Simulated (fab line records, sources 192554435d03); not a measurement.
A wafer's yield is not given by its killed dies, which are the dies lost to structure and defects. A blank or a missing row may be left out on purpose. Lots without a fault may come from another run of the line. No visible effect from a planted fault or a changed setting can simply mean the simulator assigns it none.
fab line records | flow n5Finfet | part 1 of 2: steps 1 to 19 of 31
record lots=5 | wafers=15 | lastDay=18
route steps=1938 shown BEOL_M2@849
lots that met no fault: from a run of the same line without faults
startH: the number of hours between the record's first day and the start of the first shown wafer of the lot | waitH: time in hours since the lot's previous step | " repeats the value in the row above | L1.1+2: a row that stands for several wafers | - either no value or no given start | * or withheld: withheld | < > ~ a bound
route shown NAME@n: a module of which the file shows steps, and the number in the route of the first | usual: mean/standard deviation taken from wafers without a fault | same: alike in all rows | chamber/n: place in a boat | sites: each site's reading | _std_site: the standard deviation of these | _edge_site: outer sites' mean less inner sites' | radiusMm: for every site, how far away it sits from the centre of the wafer | mask NAME#n: copy n | behind: tool/chamber where the wafer was last shaped | hold: what put the lot on hold/how long, in hours/how the hold closed | device: whichever transistor did not switch (one of n, p or np) | end of line: tests run on the same wafers once the route is complete | a step with no rows: only its recipe | killed: count of dies lost to structure and defects at first sort (not the wafer's yield) | map: a wafer's dies, marking killed ones x, the rest . and places with no die _
set.NAME: the setting the step ran with; set.NAME@STEP: the setting that earlier step ran with | model.NAME: the simulator's own value behind a step, which no gauge read
lots at selected steps of the route; one table per step, one row per wafer
services: the hour from which a tool's chamber was out of use, counted from the record's first day as startH (under 0 if before that day), plus the number of hours and why
## steps
# step N5_BEOL_M2_EBR_07
# recipe solvent=PGMEA | ebrWidthMm=1.5
lot.wafer  | tool          | chamber | startH | waitH
L076.2+4+5 | lithoTrack-04 | 0       | -      | -
L082.3+5+6 | lithoTrack-03 | 0       | -      | -
L087.2+4+5 | lithoTrack-05 | 0       | -      | -
L088.1+4+6 | lithoTrack-05 | 0       | -      | -
L096.1+5+6 | lithoTrack-04 | 0       | -      | -
# step N5_BEOL_M2_SOFTBAKE_06
# recipe tempC=110 | timeS=60 | resist=CAR-EUV
# usual heaterPowerTotalW=175.5/1.6
lot.wafer | tool          | chamber | startH | waitH | heaterPowerTotalW
L076.2    | lithoTrack-04 | 0       | -      | -     | 176.1
L076.4    | "             | 0       | "      | "     | 173.8
L076.5    | "             | 0       | "      | "     | 175.1
L082.3    | lithoTrack-03 | 0       | -      | -     | 177.2
L082.5    | "             | 0       | "      | "     | 174.2
L082.6    | "             | 0       | "      | "     | 176.6
L087.2    | lithoTrack-05 | 0       | -      | -     | 176.2
L087.4    | "             | 0       | "      | "     | 177.6
L087.5    | "             | 0       | "      | "     | 175.9
L088.1    | lithoTrack-05 | 0       | -      | -     | 177.6
L088.4    | "             | 0       | "      | "     | 175.6
L088.6    | "             | 0       | "      | "     | 173.1
L096.1    | lithoTrack-04 | 0       | -      | -     | 177.4
L096.5    | "             | 0       | "      | "     | 173.1
L096.6    | "             | 0       | "      | "     | 177.6
# step N5_BEOL_M2_EXPOSE_08
# recipe maskId=M2 | na=0.33 | sourceShape=dipole | sigmaInner=0.369 | sigmaOuter=0.767 | polarization=unpolarized | doseMj=41.25
# usual focusOffsetNm=-0.1/0.55
lot.wafer | tool          | chamber | startH | waitH | mask | focusOffsetNm
L076.2    | euvScanner-02 | 0       | 152.41 | -     | M2#0 | -0.4
L076.4    | "             | 0       | "      | "     | M2#0 | -0.4
L076.5    | "             | 0       | "      | "     | M2#0 | 0.0
L082.3    | euvScanner-02 | 0       | 183.73 | -     | M2#0 | 0.4
L082.5    | "             | 0       | "      | "     | M2#0 | 0.5
L082.6    | "             | 0       | "      | "     | M2#0 | 0.7
L087.2    | euvScanner-01 | 0       | 220.76 | -     | M2#0 | 0.1
L087.4    | "             | 0       | "      | "     | M2#0 | 0.4
L087.5    | "             | 0       | "      | "     | M2#0 | -0.3
L088.1    | euvScanner-01 | 0       | 220.88 | -     | M2#0 | 0.0
L088.4    | "             | 0       | "      | "     | M2#0 | 0.1
L088.6    | "             | 0       | "      | "     | M2#0 | 1.0
L096.1    | euvScanner-01 | 0       | 271.88 | -     | M2#0 | 0.5
L096.5    | "             | 0       | "      | "     | M2#0 | 0.7
L096.6    | "             | 0       | "      | "     | M2#0 | -0.3
# step N5_BEOL_M2_PEB_09
# recipe pebTempC=100 | pebTimeS=60 | resist=CAR-EUV
# usual heaterPowerTotalW=153.9/0.99
lot.wafer | tool          | chamber | startH | waitH | heaterPowerTotalW
L076.2    | lithoTrack-04 | 0       | 152.47 | 0.1   | 155.7
L076.4    | "             | 0       | "      | "     | 153.8
L076.5    | "             | 0       | "      | "     | 154.5
L082.3    | lithoTrack-03 | 0       | 183.79 | 0.0   | 152.9
L082.5    | "             | 0       | "      | "     | 154.2
L082.6    | "             | 0       | "      | "     | 153.8
L087.2    | lithoTrack-05 | 0       | 220.81 | 0.1   | 152.4
L087.4    | "             | 0       | "      | "     | 154.0
L087.5    | "             | 0       | "      | "     | 155.3
L088.1    | lithoTrack-05 | 0       | 220.95 | 0.1   | 155.6
L088.4    | "             | 0       | "      | "     | 153.8
L088.6    | "             | 0       | "      | "     | 154.2
L096.1    | lithoTrack-04 | 0       | 271.94 | 0.1   | 155.4
L096.5    | "             | 0       | "      | "     | 154.0
L096.6    | "             | 0       | "      | "     | 155.3
# step N5_BEOL_M2_DEVELOP_10
# recipe developTimeS=30 | developer=TMAH | resist=CAR-EUV | rinseLiquid=surfactantRinse | dry=airSpin | devTempC=23
# same developTimeS=30
lot.wafer  | tool          | chamber | startH | waitH
L076.2+4+5 | lithoTrack-04 | 0       | -      | -
L082.3+5+6 | lithoTrack-03 | 0       | -      | -
L087.2+4+5 | lithoTrack-05 | 0       | -      | -
L088.1+4+6 | lithoTrack-05 | 0       | -      | -
L096.1+5+6 | lithoTrack-04 | 0       | -      | -
# step N5_BEOL_M2_CD_MEAS_11
# recipe targetCdNm=16.79 | landingEnergyEv=500 | detector=seInlens | polarity=opening
# usual cdNm=16.79/0.25
lot.wafer | tool     | chamber | startH | waitH | cdNm
L076.2    | cdSem-01 | 0       | 152.53 | -     | 16.58
L076.4    | "        | 0       | "      | "     | 16.78
L076.5    | "        | 0       | "      | "     | 16.75
L082.3    | cdSem-01 | 0       | 183.85 | -     | 16.35
L082.5    | "        | 0       | "      | "     | 16.84
L082.6    | "        | 0       | "      | "     | 16.50
L087.2    | cdSem-02 | 0       | 220.88 | -     | 16.80
L087.4    | "        | 0       | "      | "     | 17.35
L087.5    | "        | 0       | "      | "     | 17.06
L088.1    | cdSem-03 | 0       | 221.01 | -     | 16.77
L088.4    | "        | 0       | "      | "     | 16.94
L088.6    | "        | 0       | "      | "     | 16.87
L096.1    | cdSem-02 | 0       | 272.01 | -     | 16.81
L096.5    | "        | 0       | "      | "     | 17.69
L096.6    | "        | 0       | "      | "     | 16.46
# step N5_BEOL_M2_OVL_MEAS_12
# recipe pointsPerWafer=522
# usual M2_OVL=-0.4/0.7
lot.wafer | tool       | chamber | startH | waitH | M2_OVL[nm]
L076.2    | overlay-01 | 0       | 152.57 | 0.0   | -0.5
L076.4    | "          | 0       | "      | "     | -0.3
L076.5    | "          | 0       | "      | "     | -0.4
L082.3    | overlay-01 | 0       | 183.89 | 0.0   | 0.0
L082.5    | "          | 0       | "      | "     | 1.0
L082.6    | "          | 0       | "      | "     | -0.3
L087.2    | overlay-02 | 0       | 220.92 | 0.0   | 1.2
L087.4    | "          | 0       | "      | "     | 1.0
L087.5    | "          | 0       | "      | "     | -0.4
L088.1    | overlay-01 | 0       | 221.04 | 0.0   | -0.7
L088.4    | "          | 0       | "      | "     | 0.8
L088.6    | "          | 0       | "      | "     | 0.2
L096.1    | overlay-01 | 0       | 272.04 | 0.0   | -0.9
L096.5    | "          | 0       | "      | "     | -1.0
L096.6    | "          | 0       | "      | "     | -0.7
# step N5_BEOL_M2_INSPECT_13
# recipe mode=adi | inspectInstrument=brightfield
# usual rawDefectCount=412/110
lot.wafer | tool             | chamber | startH | waitH | rawDefectCount
L076.2    | defectInspect-01 | -       | 152.62 | 0.0   | 319
L076.4    | "                | -       | "      | "     | 324
L076.5    | "                | -       | "      | "     | 445
L082.3    | defectInspect-02 | -       | 183.94 | 0.0   | 386
L082.5    | "                | -       | "      | "     | 298
L082.6    | "                | -       | "      | "     | 249
L087.2    | defectInspect-01 | -       | 220.97 | 0.0   | 248
L087.4    | "                | -       | "      | "     | 527
L087.5    | "                | -       | "      | "     | 356
L088.1    | defectInspect-02 | -       | 221.10 | 0.1   | 445
L088.4    | "                | -       | "      | "     | 538
L088.6    | "                | -       | "      | "     | 636
L096.1    | defectInspect-01 | -       | 272.10 | 0.1   | 416
L096.5    | "                | -       | "      | "     | 489
L096.6    | "                | -       | "      | "     | 425
# step N5_BEOL_M2_DESCUM_16
# recipe chemistry=O2 | timeS=7 | sourcePowerW=50 | biasPowerW=20 | pressureMtorr=20 | rfFrequencyHz=2.712e+07 | tempC=40 | resist=CAR-EUV | o2FlowSccm=225
# usual drypumpMotorCurrentA=5.5/0.49 | oesProductAu=0.79/0.066 | rfVppV=243.7/1.3 | showerheadPlenumPTorr=2.14/0.061 | throttleValvePct=20.56/0.21
lot.wafer | tool       | chamber | startH | waitH | drypumpMotorCurrentA | oesProductAu | rfHoursCounterH | rfVppV | showerheadPlenumPTorr | throttleValvePct
L076.2    | rieDiel-01 | 3       | 152.66 | 0.0   | 5.3                  | 0.72         | 178             | 244.4  | 2.16                  | 20.29
L076.4    | "          | 2       | "      | "     | 5.0                  | 0.73         | 170             | 244.4  | 2.19                  | 20.77
L076.5    | "          | 1       | "      | "     | 5.2                  | 0.88         | -               | 244.2  | 2.15                  | 20.48
L082.3    | rieDiel-01 | 1       | 184.11 | 0.2   | 5.3                  | 0.86         | 51              | 243.4  | 2.14                  | 20.50
L082.5    | "          | 3       | "      | "     | 5.3                  | 0.71         | -               | 243.8  | 2.15                  | 20.30
L082.6    | "          | 0       | "      | "     | 6.3                  | 0.81         | -               | 242.9  | 2.10                  | 20.18
L087.2    | rieDiel-01 | 1       | 221.00 | 0.0   | 5.2                  | 0.85         | 65              | 242.3  | 2.14                  | 20.52
L087.4    | "          | 0       | "      | "     | 6.3                  | 0.79         | 114             | 243.5  | 2.10                  | 20.18
L087.5    | "          | 3       | "      | "     | 5.3                  | 0.70         | -               | 244.5  | 2.15                  | 20.35
L088.1    | rieDiel-03 | 1       | 221.17 | 0.1   | 5.2                  | 0.79         | 130             | 241.3  | 2.11                  | 20.53
L088.4    | "          | 1       | "      | "     | 5.2                  | 0.78         | -               | 243.3  | 2.11                  | 20.54
L088.6    | "          | 0       | "      | "     | 5.7                  | 0.74         | -               | 243.5  | 2.17                  | 20.47
L096.1    | rieDiel-03 | 0       | 272.70 | 0.6   | 5.7                  | 0.72         | 181             | 245.5  | 2.16                  | 20.51
L096.5    | "          | 1       | "      | "     | 5.3                  | 0.77         | -               | 243.9  | 2.11                  | 20.58
L096.6    | "          | 2       | "      | "     | 5.3                  | 0.73         | -               | 244.2  | 2.11                  | 20.94
# step N5_BEOL_M2_ETCH_74
# recipe chemistry=N2/H2 | target=underlayer | targetDepthA=65 | maskMaterial=CAR-EUV | timeS=5.2 | ionEnergyEv=200 | pressureMtorr=30 | sourceW=840 | biasW=150 | n2FlowSccm=200 | h2FlowSccm=200 | ends=cleared
# usual drypumpMotorCurrentA=5.5/0.49 | etchRfOnTimeS=5.19/0.14 | oesProductAu=0.67/0.053 | rfVppV=525.1/2.4 | showerheadPlenumPTorr=2.59/0.077 | throttleValvePct=17.95/0.11
lot.wafer | tool       | chamber | startH | waitH | drypumpMotorCurrentA | etchRfOnTimeS | oesProductAu | rfHoursCounterH | rfVppV | showerheadPlenumPTorr | throttleValvePct
L076.2    | rieDiel-01 | 3       | 152.69 | 0.0   | 5.3                  | 5.08          | 0.62         | 178             | 526.9  | 2.64                  | 17.85
L076.4    | "          | 2       | "      | "     | 4.9                  | 5.14          | 0.63         | 170             | 527.5  | 2.62                  | 17.94
L076.5    | "          | 1       | "      | "     | 5.3                  | 5.17          | 0.76         | -               | 526.9  | 2.59                  | 17.73
L082.3    | rieDiel-01 | 1       | 184.15 | 0.0   | 5.2                  | 5.16          | 0.72         | 51              | 524.7  | 2.59                  | 17.77
L082.5    | "          | 3       | "      | "     | 5.3                  | 5.13          | 0.61         | -               | 524.7  | 2.63                  | 17.85
L082.6    | "          | 0       | "      | "     | 6.4                  | 5.33          | 0.68         | -               | 523.4  | 2.58                  | 17.84
L087.2    | rieDiel-01 | 1       | 221.04 | 0.0   | 5.3                  | 5.13          | 0.72         | 65              | 528.1  | 2.58                  | 17.77
L087.4    | "          | 0       | "      | "     | 6.4                  | 5.33          | 0.66         | 114             | 524.3  | 2.58                  | 17.86
L087.5    | "          | 3       | "      | "     | 5.3                  | 5.16          | 0.61         | -               | 525.7  | 2.63                  | 17.90
L088.1    | rieDiel-03 | 1       | 221.20 | 0.0   | 5.2                  | 5.29          | 0.67         | 130             | 523.7  | 2.56                  | 18.01
L088.4    | "          | 1       | "      | "     | 5.2                  | 5.34          | 0.66         | -               | 524.4  | 2.56                  | 17.98
L088.6    | "          | 0       | "      | "     | 5.7                  | 5.12          | 0.64         | -               | 526.1  | 2.66                  | 18.02
L096.1    | rieDiel-03 | 0       | 272.74 | 0.0   | 5.7                  | 5.11          | 0.62         | 181             | 525.9  | 2.65                  | 18.06
L096.5    | "          | 1       | "      | "     | 5.2                  | 5.34          | 0.65         | -               | 523.1  | 2.56                  | 18.03
L096.6    | "          | 2       | "      | "     | 5.3                  | 5.27          | 0.62         | -               | 523.1  | 2.53                  | 18.14
# step N5_BEOL_M2_ETCH_63
# recipe chemistry=CF4 | target=SiARC | targetDepthA=156 | maskMaterial=CAR-EUV | timeS=26 | ionEnergyEv=80 | pressureMtorr=40 | sourceW=545 | biasW=36 | Ar_flow_sccm=100 | cf4FlowSccm=100 | ends=cleared
# usual drypumpMotorCurrentA=5.5/0.49 | etchRfOnTimeS=26.0/0.68 | mfcArSccm=100.0/0.3 | oesProductAu=0.67/0.054 | rfVppV=184.6/1.1 | showerheadPlenumPTorr=2.18/0.064 | throttleValvePct=15.68/0.18
lot.wafer | tool       | chamber | startH | waitH | drypumpMotorCurrentA | etchRfOnTimeS | mfcArSccm | oesProductAu | rfHoursCounterH | rfVppV | showerheadPlenumPTorr | throttleValvePct
L076.2    | rieDiel-01 | 3       | 152.71 | 0.0   | 5.3                  | 25.7          | 99.7      | 0.61         | 178             | 185.5  | 2.23                  | 15.68
L076.4    | "          | 2       | "      | "     | 5.0                  | 26.1          | 99.9      | 0.63         | 170             | 184.8  | 2.22                  | 15.88
L076.5    | "          | 1       | "      | "     | 5.2                  | 25.8          | 100.5     | 0.75         | -               | 183.5  | 2.17                  | 15.42
L082.3    | rieDiel-01 | 1       | 184.17 | 0.0   | 5.2                  | 25.8          | 99.9      | 0.73         | 51              | 185.5  | 2.16                  | 15.45
L082.5    | "          | 3       | "      | "     | 5.3                  | 26.1          | 100.1     | 0.60         | -               | 184.4  | 2.22                  | 15.70
L082.6    | "          | 0       | "      | "     | 6.4                  | 26.8          | 99.9      | 0.68         | -               | 184.1  | 2.15                  | 15.41
L087.2    | rieDiel-01 | 1       | 221.05 | 0.0   | 5.2                  | 25.6          | 100.1     | 0.71         | 65              | 184.4  | 2.16                  | 15.48
L087.4    | "          | 0       | "      | "     | 6.4                  | 26.5          | 100.0     | 0.67         | 114             | 182.8  | 2.15                  | 15.45
L087.5    | "          | 3       | "      | "     | 5.3                  | 26.0          | 99.7      | 0.60         | -               | 183.7  | 2.22                  | 15.74
L088.1    | rieDiel-03 | 1       | 221.22 | 0.0   | 5.3                  | 26.4          | 100.1     | 0.67         | 130             | 183.3  | 2.14                  | 15.60
L088.4    | "          | 1       | "      | "     | 5.2                  | 26.5          | 100.2     | 0.66         | -               | 184.1  | 2.14                  | 15.61
L088.6    | "          | 0       | "      | "     | 5.7                  | 25.3          | 99.9      | 0.64         | -               | 185.0  | 2.22                  | 15.64
L096.1    | rieDiel-03 | 0       | 272.75 | 0.0   | 5.7                  | 25.9          | 99.7      | 0.63         | 181             | 185.2  | 2.21                  | 15.68
L096.5    | "          | 1       | "      | "     | 5.2                  | 26.6          | 100.0     | 0.65         | -               | 182.8  | 2.14                  | 15.65
L096.6    | "          | 2       | "      | "     | 5.3                  | 26.7          | 100.0     | 0.62         | -               | 183.8  | 2.15                  | 16.00
# step N5_BEOL_M2_ETCH_64
# recipe chemistry=N2/H2 | target=SOC | targetDepthA=750 | overetchA=225 | maskMaterial=SiARC | tempC=40 | timeS=121.9 | ionEnergyEv=200 | pressureMtorr=30 | sourceW=840 | biasW=150 | n2FlowSccm=200 | h2FlowSccm=200
# usual drypumpMotorCurrentA=5.5/0.49 | oesProductAu=0.60/0.045 | rfVppV=525.0/2.3 | showerheadPlenumPTorr=2.59/0.077 | throttleValvePct=17.91/0.11
lot.wafer | tool       | chamber | startH | waitH | drypumpMotorCurrentA | oesProductAu | rfHoursCounterH | rfVppV | showerheadPlenumPTorr | throttleValvePct
L076.2    | rieDiel-01 | 3       | 152.73 | 0.0   | 5.3                  | 0.55         | 178             | 526.3  | 2.64                  | 17.80
L076.4    | "          | 2       | "      | "     | 5.0                  | 0.56         | 170             | 526.2  | 2.62                  | 17.92
L076.5    | "          | 1       | "      | "     | 5.2                  | 0.65         | -               | 525.3  | 2.59                  | 17.70
L082.3    | rieDiel-01 | 1       | 184.19 | 0.0   | 5.2                  | 0.64         | 51              | 524.3  | 2.59                  | 17.73
L082.5    | "          | 3       | "      | "     | 5.3                  | 0.54         | -               | 526.7  | 2.63                  | 17.82
L082.6    | "          | 0       | "      | "     | 6.4                  | 0.61         | -               | 523.9  | 2.58                  | 17.77
L087.2    | rieDiel-01 | 1       | 221.08 | 0.0   | 5.2                  | 0.63         | 65              | 524.4  | 2.58                  | 17.75
L087.4    | "          | 0       | "      | "     | 6.3                  | 0.60         | 114             | 523.5  | 2.58                  | 17.79
L087.5    | "          | 3       | "      | "     | 5.3                  | 0.53         | -               | 524.8  | 2.62                  | 17.85
L088.1    | rieDiel-03 | 1       | 221.25 | 0.0   | 5.3                  | 0.60         | 130             | 524.5  | 2.56                  | 17.95
L088.4    | "          | 1       | "      | "     | 5.2                  | 0.60         | -               | 524.5  | 2.56                  | 17.96
L088.6    | "          | 0       | "      | "     | 5.7                  | 0.56         | -               | 526.5  | 2.66                  | 17.96
L096.1    | rieDiel-03 | 0       | 272.78 | 0.0   | 5.7                  | 0.55         | 181             | 528.1  | 2.65                  | 17.99
L096.5    | "          | 1       | "      | "     | 5.2                  | 0.59         | -               | 523.0  | 2.56                  | 17.98
L096.6    | "          | 2       | "      | "     | 5.3                  | 0.55         | -               | 523.7  | 2.53                  | 18.09
# step N5_BEOL_M2_STRIP_65
# recipe chemistry=N2/H2 | tempC=40 | n2FlowSccm=200 | h2FlowSccm=200 | rfFrequencyHz=6e+07
lot.wafer  | tool       | chamber | startH | waitH
L076.2+4+5 | rieDiel-01 | 3,2,1   | 152.85 | 0.1
L082.3+5+6 | rieDiel-01 | 1,3,0   | 184.31 | 0.1
L087.2+4+5 | rieDiel-01 | 1,0,3   | 221.19 | 0.1
L088.1+4+6 | rieDiel-03 | 1,1,0   | 221.36 | 0.1
L096.1+5+6 | rieDiel-03 | 0,1,2   | 272.89 | 0.1
# step N5_BEOL_M2_STRIP_75
# recipe chemistry=N2/H2 | tempC=40 | n2FlowSccm=200 | h2FlowSccm=200 | rfFrequencyHz=6e+07
lot.wafer  | tool       | chamber | startH | waitH
L076.2+4+5 | rieDiel-01 | 3,2,1   | 152.86 | 0.0
L082.3+5+6 | rieDiel-01 | 1,3,0   | 184.32 | 0.0
L087.2+4+5 | rieDiel-01 | 1,0,3   | 221.20 | 0.0
L088.1+4+6 | rieDiel-03 | 1,1,0   | 221.37 | 0.0
L096.1+5+6 | rieDiel-03 | 0,1,2   | 272.90 | 0.0
# step N5_BEOL_M2_STRIP_66
# recipe chemistry=CF4 | resist=SiARC | powerW=300 | biasPowerW=75 | pressureMtorr=50 | cf4FlowSccm=150 | rfFrequencyHz=6e+07
# usual drypumpMotorCurrentA=5.5/0.49 | oesProductAu=0.78/0.058 | rfVppV=271.8/1.4 | showerheadPlenumPTorr=1.82/0.054 | throttleValvePct=13.63/0.19
lot.wafer | tool       | chamber | startH | waitH | drypumpMotorCurrentA | oesProductAu | rfHoursCounterH | rfVppV | showerheadPlenumPTorr | throttleValvePct
L076.2    | rieDiel-01 | 3       | 152.87 | 0.0   | 5.3                  | 0.71         | 178             | 272.5  | 1.87                  | 13.68
L076.4    | "          | 2       | "      | "     | 5.0                  | 0.72         | 170             | 273.4  | 1.86                  | 13.86
L076.5    | "          | 1       | "      | "     | 5.2                  | 0.86         | -               | 271.1  | 1.80                  | 13.33
L082.3    | rieDiel-01 | 1       | 184.33 | 0.0   | 5.2                  | 0.85         | 51              | 271.1  | 1.80                  | 13.36
L082.5    | "          | 3       | "      | "     | 5.3                  | 0.71         | -               | 271.5  | 1.86                  | 13.70
L082.6    | "          | 0       | "      | "     | 6.4                  | 0.79         | -               | 270.9  | 1.80                  | 13.38
L087.2    | rieDiel-01 | 1       | 221.21 | 0.0   | 5.2                  | 0.82         | 65              | 272.5  | 1.80                  | 13.40
L087.4    | "          | 0       | "      | "     | 6.3                  | 0.79         | 114             | 272.8  | 1.80                  | 13.42
L087.5    | "          | 3       | "      | "     | 5.3                  | 0.70         | -               | 271.7  | 1.86                  | 13.73
L088.1    | rieDiel-03 | 1       | 221.38 | 0.0   | 5.2                  | 0.78         | 130             | 272.0  | 1.79                  | 13.56
L088.4    | "          | 1       | "      | "     | 5.2                  | 0.78         | -               | 271.4  | 1.79                  | 13.56
L088.6    | "          | 0       | "      | "     | 5.7                  | 0.73         | -               | 273.7  | 1.86                  | 13.63
L096.1    | rieDiel-03 | 0       | 272.91 | 0.0   | 5.7                  | 0.72         | 181             | 274.0  | 1.85                  | 13.67
L096.5    | "          | 1       | "      | "     | 5.2                  | 0.76         | -               | 271.7  | 1.79                  | 13.63
L096.6    | "          | 2       | "      | "     | 5.3                  | 0.73         | -               | 270.9  | 1.80                  | 13.93
# step N5_BEOL_M2_HM_OPEN_17
# recipe chemistry=Cl2/BCl3 | targetDepthA=200 | overetchA=60 | target=TiN | maskMaterial=SOC | ionEnergyEv=150 | pressureMtorr=10 | icpW=1000 | biasW=126 | Cl2_flow_sccm=53.25 | bcl3FlowSccm=21.75 | Ar_flow_sccm=25
# usual drypumpMotorCurrentA=6.0/0.54 | mfcArSccm=25.01/0.075 | oesProductAu=0.65/0.085 | throttleValvePct=22.33/0.24
lot.wafer | tool        | chamber | startH | waitH | drypumpMotorCurrentA | mfcArSccm | oesProductAu | rfHoursCounterH | throttleValvePct
L076.2    | rieMetal-01 | 1       | 152.91 | 0.0   | 5.8                  | 25.04     | 0.72         | 22              | 22.53
L076.4    | "           | 1       | "      | "     | 5.8                  | 25.03     | 0.73         | -               | 22.51
L076.5    | "           | 1       | "      | "     | 5.8                  | 25.07     | 0.72         | -               | 22.52
L082.3    | rieMetal-02 | 0       | 184.40 | 0.1   | 5.6                  | 25.14     | 0.55         | -               | 22.45
L082.5    | "           | 1       | "      | "     | 5.0                  | 24.99     | 0.63         | -               | 22.31
L082.6    | "           | 0       | "      | "     | 5.6                  | 25.09     | 0.54         | -               | 22.46
L087.2    | rieMetal-01 | 0       | 221.29 | 0.1   | 6.1                  | 24.97     | 0.76         | -               | 22.24
L087.4    | "           | 0       | "      | "     | 6.1                  | 25.12     | 0.77         | -               | 22.25
L087.5    | "           | 0       | "      | "     | 6.1                  | 25.00     | 0.77         | -               | 22.26
L088.1    | rieMetal-03 | 1       | 221.42 | 0.0   | 6.4                  | 24.99     | 0.74         | 14              | 21.96
L088.4    | "           | 1       | "      | "     | 6.4                  | 25.01     | 0.74         | -               | 21.96
L088.6    | "           | 0       | "      | "     | 6.5                  | 25.13     | 0.59         | -               | 22.63
L096.1    | rieMetal-01 | 0       | 272.95 | 0.0   | 6.0                  | 25.01     | 0.75         | 12              | 22.26
L096.5    | "           | 0       | "      | "     | 6.1                  | 25.11     | 0.74         | -               | 22.26
L096.6    | "           | 1       | "      | "     | 5.8                  | 25.14     | 0.71         | -               | 22.52
# step N5_BEOL_M2_STRIP_19
# recipe chemistry=O2 | powerW=400 | tempC=40 | pressureMtorr=30 | rfFrequencyHz=6e+07 | biasPowerW=0 | overashFraction=0.2 | o2FlowSccm=225
# usual drypumpMotorCurrentA=5.5/0.5 | oesProductAu=0.79/0.069 | rfVppV=3.6/0.45 | showerheadPlenumPTorr=2.14/0.067 | throttleValvePct=16.78/0.19
lot.wafer | tool       | chamber | startH | waitH | drypumpMotorCurrentA | oesProductAu | rfHoursCounterH | rfVppV | showerheadPlenumPTorr | throttleValvePct
L076.2    | rieDiel-01 | 1       | 153.02 | 0.1   | 5.2                  | 0.88         | 39              | 3.9    | 2.15                  | 16.65
L076.4    | "          | 0       | "      | "     | 6.3                  | 0.82         | 91              | 4.5    | 2.11                  | 16.43
L076.5    | "          | 3       | "      | "     | 5.3                  | 0.73         | -               | 3.9    | 2.16                  | 16.62
L082.3    | rieDiel-05 | 0       | 184.55 | 0.1   | 6.2                  | 0.83         | 79              | 4.0    | 2.05                  | 16.94
L082.5    | "          | 0       | "      | "     | 6.2                  | 0.83         | -               | 3.6    | 2.05                  | 16.96
L082.6    | "          | 3       | "      | "     | 4.6                  | 0.83         | -               | 4.1    | 2.22                  | 16.73
L087.2    | rieDiel-03 | 1       | 221.46 | 0.1   | 5.2                  | 0.79         | 130             | 3.7    | 2.12                  | 16.77
L087.4    | "          | 2       | "      | "     | 5.3                  | 0.75         | -               | 3.2    | 2.12                  | 17.07
L087.5    | "          | 1       | "      | "     | 5.2                  | 0.78         | -               | 3.6    | 2.12                  | 16.76
L088.1    | rieDiel-03 | 1       | 221.53 | 0.1   | 5.2                  | 0.79         | 130             | 2.9    | 2.12                  | 16.76
L088.4    | "          | 2       | "      | "     | 5.3                  | 0.75         | -               | 3.9    | 2.12                  | 17.07
L088.6    | "          | 0       | "      | "     | 5.6                  | 0.73         | -               | 3.9    | 2.18                  | 16.70
L096.1    | rieDiel-03 | 1       | 273.15 | 0.2   | 5.2                  | 0.77         | 150             | 3.9    | 2.11                  | 16.80
L096.5    | "          | 0       | "      | "     | 5.7                  | 0.72         | -               | 3.9    | 2.17                  | 16.74
L096.6    | "          | 1       | "      | "     | 5.2                  | 0.77         | -               | 3.2    | 2.11                  | 16.79
# step N5_BEOL_M2_CD_MEAS_18
# recipe pitchNm=36 | targetCdNm=18
# usual cdNm=17.9/0.33
lot.wafer | tool     | chamber | startH | waitH | cdNm
L076.2    | cdSem-03 | -       | 153.09 | 0.1   | 17.9
L076.4    | "        | -       | "      | "     | 17.9
L076.5    | "        | -       | "      | "     | 18.3
L082.3    | cdSem-03 | -       | 184.62 | 0.1   | 17.6
L082.5    | "        | -       | "      | "     | 17.8
L082.6    | "        | -       | "      | "     | 18.0
L087.2    | cdSem-01 | -       | 221.53 | 0.1   | 18.1
L087.4    | "        | -       | "      | "     | 18.1
L087.5    | "        | -       | "      | "     | 17.9
L088.1    | cdSem-02 | -       | 221.60 | 0.0   | 17.9
L088.4    | "        | -       | "      | "     | 17.9
L088.6    | "        | -       | "      | "     | 18.0
L096.1    | cdSem-02 | -       | 273.22 | 0.0   | 17.9
L096.5    | "        | -       | "      | "     | 18.1
L096.6    | "        | -       | "      | "     | 18.0
# step N5_BEOL_M2_COAT_67
# recipe resist=SOC | tempC=250 | timeS=60 | spinRpm=1500 | resistThkNm=60
# usual heaterPowerTotalW=500.5/1.8
lot.wafer | tool          | chamber | startH | waitH | heaterPowerTotalW
L076.2    | lithoTrack-03 | 0       | 153.13 | 0.0   | 497.8
L076.4    | "             | 0       | "      | "     | 498.3
L076.5    | "             | 0       | "      | "     | 503.0
L082.3    | lithoTrack-04 | 0       | 184.66 | 0.0   | 501.3
L082.5    | "             | 0       | "      | "     | 501.4
L082.6    | "             | 0       | "      | "     | 501.8
L087.2    | lithoTrack-05 | 0       | 221.56 | 0.0   | 502.5
L087.4    | "             | 0       | "      | "     | 502.2
L087.5    | "             | 0       | "      | "     | 499.6
L088.1    | lithoTrack-05 | 0       | 221.64 | 0.0   | 502.3
L088.4    | "             | 0       | "      | "     | 500.8
L088.6    | "             | 0       | "      | "     | 497.6
L096.1    | lithoTrack-05 | 0       | 273.25 | 0.0   | 499.0
L096.5    | "             | 0       | "      | "     | 500.0
L096.6    | "             | 0       | "      | "     | 498.8
